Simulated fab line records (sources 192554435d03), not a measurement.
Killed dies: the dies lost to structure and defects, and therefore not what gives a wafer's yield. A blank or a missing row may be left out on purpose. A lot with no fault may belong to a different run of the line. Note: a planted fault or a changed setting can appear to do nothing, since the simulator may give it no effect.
Split-lot experiment    flow n5_finfet    on a route of 1938 steps: 7 lots, 21 wafers read

## ABOUT THE SPLIT
At N5_FIN_CUT_COAT_02 (resist thk 30 nm), the setting spin_rpm was moved away from the recipe's 1500 rpm on 10 of the 21 wafers read, by -8.7% to +8.5%. The other wafers ran this setting at the recipe's value.

## FROM THE SPLIT TO THE READING: what the file shows between them, 6 steps
- N5_FIN_CUT_EBR_04
- N5_FIN_CUT_SOFTBAKE_03: time 60 s
- N5_FIN_CUT_EXPOSE_05: exposes mask FIN CUT
- N5_FIN_CUT_PEB_06: peb time 60 s
- N5_FIN_CUT_DEVELOP_07: develop time 30 s
- N5_FIN_CUT_DESCUM_13: chemistry O2, time 7 s

## THE READING
CAR-EUV_of_FIN_CUT_COAT_02.thk_nm (the simulator's own value, which no gauge read), in nm, at N5_FIN_CUT_ETCH_30 (etches underlayer in N2/H2, target depth 13 nm, time 10.4 s). No usual value for it is given in the file. Average 14.6 nm, standard deviation 0.11 nm, over the 11 wafers here run with the recipe.

wafer   tool, chamber at the split  spin_rpm as run, rpm  against the recipe  CAR-EUV_of_FIN_CUT_COAT_02.thk_nm, nm  against lot-mates on the recipe
L074.3  litho_track-04, 0           1500                  recipe              14.8                                   -
L074.5  litho_track-04, 0           1500                  recipe              14.8                                   -
L074.4  litho_track-04, 0           1627                  +8.5%               13.6                                   -1.2
L076.1  litho_track-05, 0           1580                  +5.3%               14.2                                   no lot-mate on the recipe
L076.4  litho_track-05, 0           1580                  +5.3%               14.2                                   no lot-mate on the recipe
L076.6  litho_track-05, 0           1580                  +5.3%               14.2                                   no lot-mate on the recipe
L082.1  litho_track-05, 0           1500                  recipe              14.4                                   -
L082.3  litho_track-05, 0           1397                  -6.9%               16                                     +1.5
L082.6  litho_track-05, 0           1500                  recipe              14.6                                   -
L088.2  litho_track-03, 0           1370                  -8.7%               16                                     no lot-mate on the recipe
L088.4  litho_track-03, 0           1370                  -8.7%               16.2                                   no lot-mate on the recipe
L088.6  litho_track-03, 0           1370                  -8.7%               15.8                                   no lot-mate on the recipe
L089.1  litho_track-05, 0           1500                  recipe              14.6                                   -
L089.6  litho_track-05, 0           1500                  recipe              14.6                                   -
L089.2  litho_track-05, 0           1500                  recipe              14.8                                   -
L091.2  litho_track-05, 0           1599                  +6.6%               14                                     -0.6
L091.4  litho_track-05, 0           1599                  +6.6%               13.6                                   -1.0
L091.6  litho_track-05, 0           1500                  recipe              14.6                                   -
L094.1  litho_track-03, 0           1500                  recipe              14.6                                   -
L094.2  litho_track-03, 0           1500                  recipe              14.6                                   -
L094.6  litho_track-03, 0           1500                  recipe              14.6                                   -

THE FIT
A straight line over all 21 wafers: CAR-EUV_of_FIN_CUT_COAT_02.thk_nm changes by -0.14 nm for each +1% of spin_rpm; r = -0.97; the points scatter about the line by 0.18 nm.
The same after taking each lot's own level away (the mean of its wafers on the recipe; 15 wafers): -0.155 nm for each +1%; r = -0.96; scatter 0.17 nm.
That fit puts the effect of the largest move of spin_rpm on the reading at 1.3 nm.
The lots' own levels span 14.50 to 14.80 nm, that is 2.6 times the standard deviation above.
Hence the slope depends on the lot-to-lot level, as the two fits are not the same.
Check: with one of the wafers moved furthest among these (+8.5%) left out of the fit, the line predicts -1.28 nm for it against its lot-mates. Against them it came out at -1.2 nm.

## OTHER SPLITS APPLIED TO THESE WAFERS
Note: prior to the reading, these wafers also went through further splits. Each is held against what the fit with the lots' levels taken away leaves over:
other split on the same wafers                     wafers away from the commonest value  r with CAR-EUV_of_FIN_CUT_COAT_02.thk_nm (lot level and that fit taken away)
N5_WELL_APT_PEB_23 peb_temp_c                      6                                     +0.01
N5_WELL_APT_DESCUM_30 time_s                       4                                     +0.09
N5_PMOS_HMC_CHANNEL_EPI_HM_DEP_34 time_s           10                                    -0.30
N5_PMOS_HMC_CHANNEL_EPI_DEVELOP_08 develop_time_s  5                                     +0.02

## THE WHOLE CHAIN: every reading that the file lists as answering this split, in the file's order
step                   what it does                                                 reading                                                                             change (the file's fit)                r (the file's)
N5_FIN_CUT_COAT_02     resist thk 30 nm                                             CAR-EUV_of_FIN_CUT_COAT_02.thk_nm (the simulator's own value, which no gauge read)  -0.146 nm for each +1% of the setting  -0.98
N5_FIN_CUT_DEVELOP_07  develop time 30 s                                            CAR-EUV_of_FIN_CUT_COAT_02.thk_nm (the simulator's own value, which no gauge read)  -0.136 nm for each +1% of the setting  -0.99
N5_FIN_CUT_ETCH_30     etches underlayer in N2/H2, target depth 13 nm, time 10.4 s  CAR-EUV_of_FIN_CUT_COAT_02.thk_nm (the simulator's own value, which no gauge read)  -0.159 nm for each +1% of the setting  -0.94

## FILE'S OWN FIT
CAR-EUV_of_FIN_CUT_COAT_02.thk_nm changes by -0.159 nm for each +1% of spin_rpm, r = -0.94.
